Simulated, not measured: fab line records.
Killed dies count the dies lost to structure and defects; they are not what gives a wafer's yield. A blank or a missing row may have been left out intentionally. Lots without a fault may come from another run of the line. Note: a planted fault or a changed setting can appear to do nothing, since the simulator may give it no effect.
Matching of chambers    flow nand harc    NHARC_A_M1_PRE_CLEAN_32 on pecvd-01: 3 sister chambers
The step time 12 s. 6 wafers are shown with their chamber, then 10 later ones without.

## WAFERS, EACH WITH ITS CHAMBER
wafer   chamber  heater power w (W)  heater power outer w (W)
L083.2  0        690                 413
L083.4  0        690                 398
L083.3  2        746                 436
L083.6  1        596                 385
L084.1  2        752                 452
L084.3  1        649                 423

## WAFERS WITH NO CHAMBER GIVEN
wafer   heater power w (W)  heater power outer w (W)
L084.4  738                 444
L085.2  619                 377
L085.3  643                 409
L085.6  621                 370
L087.1  637                 406
L087.3  653                 395
L087.4  647                 412
L095.1  696                 421
L095.3  683                 422
L095.5  688                 418

## WHICH CHAMBER EACH ONE RAN IN
wafer    from the rows above       in truth
L084.4   2                         2
L085.2   1                         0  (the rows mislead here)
L085.3   can't be placed: 1 or 0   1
L085.6   can't be placed: 1 or 0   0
L087.1   can't be placed: 1 or 0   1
L087.3   can't be placed: 1 or 0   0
L087.4   can't be placed: 1 or 0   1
L095.1   can't be placed: 0 or 2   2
L095.3   can't be placed: 0 or 1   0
L095.5   0                         0
Correctly placed: 2 of 10. From these rows, 7 cannot be placed; in 7 the true chamber is one of the candidates. 1 placed wrongly.
How it was worked out, from the rows above alone: a wafer's distance from a chamber is the root of the sum, over the readings, of the square of ((its reading less the chamber's mean) divided by the reading's scatter). The wafer belongs to the nearest chamber; if the next one is less than 2 further off, it can't be placed. The mean given for a chamber averages the wafers shown for that chamber. The scatter: the root of (the sum of the squares of (reading less its chamber's mean) over the shown wafers, divided by (wafers less chambers)).
